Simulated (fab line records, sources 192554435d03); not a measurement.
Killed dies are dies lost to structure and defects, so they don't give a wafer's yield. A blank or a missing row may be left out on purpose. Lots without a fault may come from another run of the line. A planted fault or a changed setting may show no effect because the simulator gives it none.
Which tool did it? | flow n5_finfet | 24 lots, 72 wafers sampled, at 5 steps of a route of 1938

WHAT THE GAUGES READ, wafer by wafer
N5_BEOL_M2_THK_MEAS_01.
lot  | measured     | on            | M2_ILD_THK (nm)
L074 | day 6 09:43  | film_metro-01 | 79.5 79.6 81.2
L075 | day 6 23:59  | film_metro-02 | 78.0 78.5 79.4
L076 | day 7 17:15  | film_metro-01 | 79.6 79.8 80.3
L077 | day 7 17:49  | film_metro-01 | 78.3 79.4 80.1
L078 | day 7 21:18  | film_metro-02 | 79.0 80.8 81.0
L079 | day 7 21:50  | film_metro-02 | 77.9 77.9 79.1
L080 | day 8 09:32  | film_metro-01 | 77.2 78.9 80.3
L081 | day 8 09:49  | film_metro-02 | 79.0 79.5 80.5
L082 | day 8 23:58  | film_metro-01 | 78.7 76.8 78.3
L083 | day 9 00:11  | film_metro-02 | 78.4 80.0 79.4
L084 | day 9 00:34  | film_metro-02 | 77.3 78.6 79.8
L085 | day 9 04:16  | film_metro-01 | 79.5 81.4 79.0
L086 | day 10 02:30 | film_metro-02 | 79.2 80.0 80.6
L087 | day 10 02:46 | film_metro-02 | 78.7 81.1 80.1
L089 | day 10 06:08 | film_metro-02 | 78.4 80.3 80.8
L088 | day 10 16:58 | film_metro-01 | 77.7 79.6 79.1
L091 | day 10 20:50 | film_metro-02 | 78.6 79.2 79.8
L090 | day 11 01:40 | film_metro-02 | 78.8 80.0 80.4
L092 | day 11 05:11 | film_metro-02 | 77.8 79.9 78.8
L093 | day 11 12:42 | film_metro-01 | 79.7 80.0 80.1
L094 | day 11 19:01 | film_metro-01 | 78.1 79.1 78.9
L095 | day 12 00:22 | film_metro-01 | 78.8 79.8 79.4
L096 | day 12 05:28 | film_metro-01 | 77.5 79.4 79.6
L097 | day 12 13:07 | film_metro-02 | 79.2 79.6 78.9

WHICH TOOL RAN EACH LOT (tool, then ch and the chambers of the sampled wafers, then the start)
lot  | N5_BEOL_M1_ETCH_70                 | N5_BEOL_M1_SPUTTER_96        | N5_BEOL_M1_CO_CAP_55             | N5_BEOL_M2_ILD_DEP_00
L074 | rie_diel-05 ch 0,1,2, day 6 03:49  | pvd_sputter-03, day 6 06:45  | cvd_co-02 ch 0,2, day 6 09:23    | pecvd-03 ch 0,1, day 6 09:38
L075 | rie_diel-05 ch 0,1,2, day 6 15:55  | pvd_sputter-03, day 6 19:09  | cvd_co-01 ch 0,2, day 6 23:40    | pecvd-01 ch 1,2, day 6 23:55
L076 | rie_diel-02 ch 1,2,3, day 7 10:10  | pvd_sputter-02, day 7 13:10  | cvd_co-02 ch 0,1,2, day 7 16:56  | pecvd-04 ch 1,2, day 7 17:11
L077 | rie_diel-05 ch 1,2, day 7 10:17    | pvd_sputter-01, day 7 13:16  | cvd_co-01 ch 1,2, day 7 17:31    | pecvd-01 ch 0,1, day 7 17:45
L078 | rie_diel-02 ch 0,1,2, day 7 13:12  | pvd_sputter-02, day 7 16:26  | cvd_co-01 ch 0,2, day 7 20:59    | pecvd-01 ch 0,1, day 7 21:14
L079 | rie_diel-05 ch 0,2,3, day 7 13:14  | pvd_sputter-01, day 7 16:31  | cvd_co-01 ch 1,2, day 7 21:32    | pecvd-03 ch 0,1,2, day 7 21:46
L080 | rie_diel-05 ch 1,2,3, day 7 22:20  | pvd_sputter-03, day 8 01:13  | cvd_co-02 ch 0,1, day 8 09:14    | pecvd-03 ch 0,2, day 8 09:28
L081 | rie_diel-02 ch 1,2,3, day 7 23:10  | pvd_sputter-01, day 8 02:02  | cvd_co-01 ch 1,2, day 8 09:31    | pecvd-01 ch 1,2, day 8 09:46
L082 | rie_diel-05 ch 1,2,3, day 8 19:55  | pvd_sputter-02, day 8 22:47  | cvd_co-02 ch 0,1, day 8 23:39    | pecvd-03 ch 0,2, day 8 23:53
L083 | rie_diel-04 ch 0,1,2, day 8 20:06  | pvd_sputter-03, day 8 22:59  | cvd_co-01 ch 0,1, day 8 23:51    | pecvd-03 ch 1,2, day 9 00:07
L084 | rie_diel-04 ch 0,3, day 8 20:28    | pvd_sputter-01, day 8 23:23  | cvd_co-01 ch 0,1,2, day 9 00:14  | pecvd-01 ch 0,1, day 9 00:29
L085 | rie_diel-05 ch 0,2,3, day 8 23:08  | pvd_sputter-03, day 9 02:52  | cvd_co-01 ch 1,2, day 9 03:57    | pecvd-03 ch 0,1,2, day 9 04:12
L086 | rie_diel-04 ch 0,1,2, day 9 20:16  | pvd_sputter-03, day 10 01:18 | cvd_co-01 ch 0,1,2, day 10 02:10 | pecvd-03 ch 0,1, day 10 02:25
L087 | rie_diel-05 ch 0,1, day 9 20:21    | pvd_sputter-02, day 10 01:30 | cvd_co-02 ch 1,2, day 10 02:26   | pecvd-03 ch 0,1, day 10 02:41
L089 | rie_diel-04 ch 2,3, day 10 01:16   | pvd_sputter-02, day 10 04:42 | cvd_co-02 ch 0,1, day 10 05:48   | pecvd-03 ch 0,1, day 10 06:02
L088 | rie_diel-02 ch 0,1,3, day 10 12:19 | pvd_sputter-01, day 10 15:46 | cvd_co-01 ch 0,2, day 10 16:38   | pecvd-03 ch 1,2, day 10 16:54
L091 | rie_diel-02 ch 0,2,3, day 10 16:25 | pvd_sputter-01, day 10 19:40 | cvd_co-02 ch 0,2, day 10 20:32   | pecvd-01 ch 1,2, day 10 20:47
L090 | rie_diel-04 ch 1,2,3, day 10 21:14 | pvd_sputter-01, day 11 00:29 | cvd_co-01 ch 0,2, day 11 01:22   | pecvd-04 ch 0,2, day 11 01:36
L092 | rie_diel-02 ch 2,3, day 11 00:34   | pvd_sputter-01, day 11 04:00 | cvd_co-01 ch 1,2, day 11 04:52   | pecvd-01 ch 0,1, day 11 05:07
L093 | rie_diel-02 ch 0,1, day 11 08:29   | pvd_sputter-02, day 11 11:31 | cvd_co-01 ch 0,2, day 11 12:23   | pecvd-01 ch 1,2, day 11 12:38
L094 | rie_diel-02 ch 0,1,3, day 11 14:14 | pvd_sputter-02, day 11 17:39 | cvd_co-01 ch 0,1,2, day 11 18:41 | pecvd-04 ch 1,2, day 11 18:56
L095 | rie_diel-02 ch 0,1,3, day 11 18:23 | pvd_sputter-03, day 11 23:05 | cvd_co-01 ch 1,2, day 12 00:03   | pecvd-04 ch 0,2, day 12 00:18
L096 | rie_diel-02 ch 0,2,3, day 11 23:11 | pvd_sputter-01, day 12 04:17 | cvd_co-01 ch 1,2, day 12 05:09   | pecvd-01 ch 0,1, day 12 05:24
L097 | rie_diel-02 ch 0,1,2, day 12 07:16 | pvd_sputter-02, day 12 10:52 | cvd_co-02 ch 0,1,2, day 12 12:49 | pecvd-01 ch 0,1,2, day 12 13:04
- N5_BEOL_M1_ETCH_70: etches SOC in N2/H2, target depth 80 nm, overetch 16 nm, time 120 s.
- N5_BEOL_M1_SPUTTER_96: material Cu, target thk 4.5 nm, time 8.29 s.
- N5_BEOL_M1_CO_CAP_55: material Co, precursor CCTBA/H2, target thk 2 nm, time 102.1 s.
- N5_BEOL_M2_ILD_DEP_00: deposits SiOC from DEMS/O2, target thk 79 nm, time 15.3 s.

WHAT THE TOOLS THEMSELVES READ (means of the sampled wafers that have a number; where no wafer has one, the mark that the record gives instead)
N5_BEOL_M1_ETCH_70.
lot  | tool        | drypump_motor_current_A (A) | oes_product_au (a.u.) | rf_vpp_V (V) | showerhead_plenum_p_Torr (Torr) | throttle_valve_pct (%)
L074 | rie_diel-05 | 5.8                         | 0.62                  | 525.8        | 2.60                            | 17.81
L075 | rie_diel-05 | 5.8                         | 0.62                  | 525.1        | 2.60                            | 17.81
L076 | rie_diel-02 | 5.2                         | 0.56                  | 525.8        | 2.60                            | 17.83
L077 | rie_diel-05 | 5.6                         | 0.62                  | 524.2        | 2.55                            | 17.65
L078 | rie_diel-02 | 5.3                         | 0.55                  | 523.6        | 2.52                            | 17.80
L079 | rie_diel-05 | 5.8                         | 0.66                  | 524.6        | 2.57                            | 17.72
L080 | rie_diel-05 | 5.6                         | 0.66                  | 524.1        | 2.53                            | 17.57
L081 | rie_diel-02 | 5.2                         | 0.56                  | 525.6        | 2.60                            | 17.84
L082 | rie_diel-05 | 5.6                         | 0.65                  | 523.9        | 2.53                            | 17.56
L083 | rie_diel-04 | 5.9                         | 0.66                  | 523.6        | 2.54                            | 17.75
L084 | rie_diel-04 | 5.8                         | 0.61                  | 525.1        | 2.56                            | 17.71
L085 | rie_diel-05 | 5.8                         | 0.65                  | 524.4        | 2.57                            | 17.73
L086 | rie_diel-04 | 5.9                         | 0.65                  | 523.2        | 2.54                            | 17.76
L087 | rie_diel-05 | 6.0                         | 0.57                  | 525.0        | 2.60                            | 18.00
L089 | rie_diel-04 | 5.9                         | 0.65                  | 525.2        | 2.60                            | 18.00
L088 | rie_diel-02 | 5.2                         | 0.67                  | 527.2        | 2.66                            | 17.75
L091 | rie_diel-02 | 5.4                         | 0.61                  | 526.6        | 2.64                            | 17.79
L090 | rie_diel-04 | 5.8                         | 0.66                  | 523.8        | 2.56                            | 17.91
L092 | rie_diel-02 | 5.3                         | 0.55                  | 525.6        | 2.61                            | 17.98
L093 | rie_diel-02 | 5.2                         | 0.70                  | 527.8        | 2.69                            | 17.56
L094 | rie_diel-02 | 5.2                         | 0.65                  | 527.9        | 2.66                            | 17.76
L095 | rie_diel-02 | 5.1                         | 0.65                  | 526.5        | 2.66                            | 17.76
L096 | rie_diel-02 | 5.4                         | 0.59                  | 525.7        | 2.63                            | 17.80
L097 | rie_diel-02 | 5.3                         | 0.65                  | 525.3        | 2.61                            | 17.56

N5_BEOL_M1_SPUTTER_96.
lot  | tool           | throttle_valve_pct (%)
L074 | pvd_sputter-03 | 31.0
L075 | pvd_sputter-03 | 29.9
L076 | pvd_sputter-02 | 30.0
L077 | pvd_sputter-01 | 29.5
L078 | pvd_sputter-02 | 30.4
L079 | pvd_sputter-01 | 29.7
L080 | pvd_sputter-03 | 29.6
L081 | pvd_sputter-01 | 30.2
L082 | pvd_sputter-02 | 29.6
L083 | pvd_sputter-03 | 31.6
L084 | pvd_sputter-01 | 30.6
L085 | pvd_sputter-03 | 29.0
L086 | pvd_sputter-03 | 29.6
L087 | pvd_sputter-02 | 29.9
L089 | pvd_sputter-02 | 30.2
L088 | pvd_sputter-01 | 30.1
L091 | pvd_sputter-01 | 29.9
L090 | pvd_sputter-01 | 31.0
L092 | pvd_sputter-01 | 29.4
L093 | pvd_sputter-02 | 30.0
L094 | pvd_sputter-02 | 30.1
L095 | pvd_sputter-03 | 30.7
L096 | pvd_sputter-01 | 31.2
L097 | pvd_sputter-02 | 30.6

N5_BEOL_M1_CO_CAP_55.
lot  | tool      | heater_power_outer_w (W) | heater_power_w (W)
L074 | cvd_co-02 | 143                      | 271
L075 | cvd_co-01 | 121                      | 230
L076 | cvd_co-02 | 137                      | 264
L077 | cvd_co-01 | 137                      | 282
L078 | cvd_co-01 | 122                      | 230
L079 | cvd_co-01 | 141                      | 281
L080 | cvd_co-02 | 131                      | 255
L081 | cvd_co-01 | 137                      | 280
L082 | cvd_co-02 | 130                      | 250
L083 | cvd_co-01 | 130                      | 248
L084 | cvd_co-01 | 129                      | 254
L085 | cvd_co-01 | 138                      | 283
L086 | cvd_co-01 | 129                      | 255
L087 | cvd_co-02 | 147                      | 273
L089 | cvd_co-02 | 129                      | 249
L088 | cvd_co-01 | 121                      | 230
L091 | cvd_co-02 | 127                      | 256
L090 | cvd_co-01 | 121                      | 229
L092 | cvd_co-01 | 139                      | 279
L093 | cvd_co-01 | 121                      | 231
L094 | cvd_co-01 | 131                      | 249
L095 | cvd_co-01 | 132                      | 260
L096 | cvd_co-01 | 133                      | 260
L097 | cvd_co-02 | 139                      | 267

N5_BEOL_M2_ILD_DEP_00.
lot  | tool     | heater_power_outer_w (W) | heater_power_w (W) | showerhead_plenum_p_Torr (Torr) | throttle_valve_pct (%)
L074 | pecvd-03 | 303                      | 542                | 5.695                           | 12.4
L075 | pecvd-01 | 290                      | 519                | 5.695                           | 13.3
L076 | pecvd-04 | 256                      | 473                | 5.687                           | 11.3
L077 | pecvd-01 | 227                      | 443                | 5.673                           | 12.4
L078 | pecvd-01 | 260                      | 486                | 5.670                           | 12.5
L079 | pecvd-03 | 217                      | 408                | 5.686                           | 12.0
L080 | pecvd-03 | 233                      | 424                | 5.695                           | 11.7
L081 | pecvd-01 | 253                      | 451                | 5.700                           | 13.3
L082 | pecvd-03 | 227                      | 429                | 5.699                           | 11.6
L083 | pecvd-03 | 193                      | 344                | 5.690                           | 11.2
L084 | pecvd-01 | 274                      | 496                | 5.675                           | 13.1
L085 | pecvd-03 | 233                      | 424                | 5.693                           | 11.9
L086 | pecvd-03 | 256                      | 454                | 5.694                           | 12.0
L087 | pecvd-03 | 261                      | 478                | 5.692                           | 12.2
L089 | pecvd-03 | 240                      | 429                | 5.694                           | 12.1
L088 | pecvd-03 | 186                      | 332                | 5.708                           | 11.4
L091 | pecvd-01 | 274                      | 483                | 5.700                           | 12.6
L090 | pecvd-04 | 237                      | 443                | 5.696                           | 11.5
L092 | pecvd-01 | 252                      | 465                | 5.675                           | 13.2
L093 | pecvd-01 | 272                      | 480                | 5.706                           | 12.5
L094 | pecvd-04 | 247                      | 482                | 5.677                           | 11.5
L095 | pecvd-04 | 251                      | 463                | 5.688                           | 11.4
L096 | pecvd-01 | 236                      | 454                | 5.681                           | 12.5
L097 | pecvd-01 | 272                      | 488                | 5.691                           | 12.5

THE ANSWER, worked out from the rows above alone
Rule: what is usual is taken from the lots themselves. Put in order of their means at a reading, lots are off if they are a third of the lots or fewer, leave a main group of 4 or more, and stand apart from it by a gap of 3 or more times the standard deviation of the main group's means; of several such gaps the widest counts. A main group whose means are all the same, to the digits that the tables above print for the reading, isn't used. A lot without any number at a reading at which 4 lots or more have one is off too. The other lots that the step has rows for count as sound. The gauges are gone through in route order, then the tools' own readings, and for those a lot's mean is taken as printed above. The first step at which some lot is off is used, and at that step the reading that is off furthest; a lot without a number counts as furthest.
No lot is off at any reading shown: from this, nothing can be told.

WHAT THE SIMULATOR HAD PUT IN
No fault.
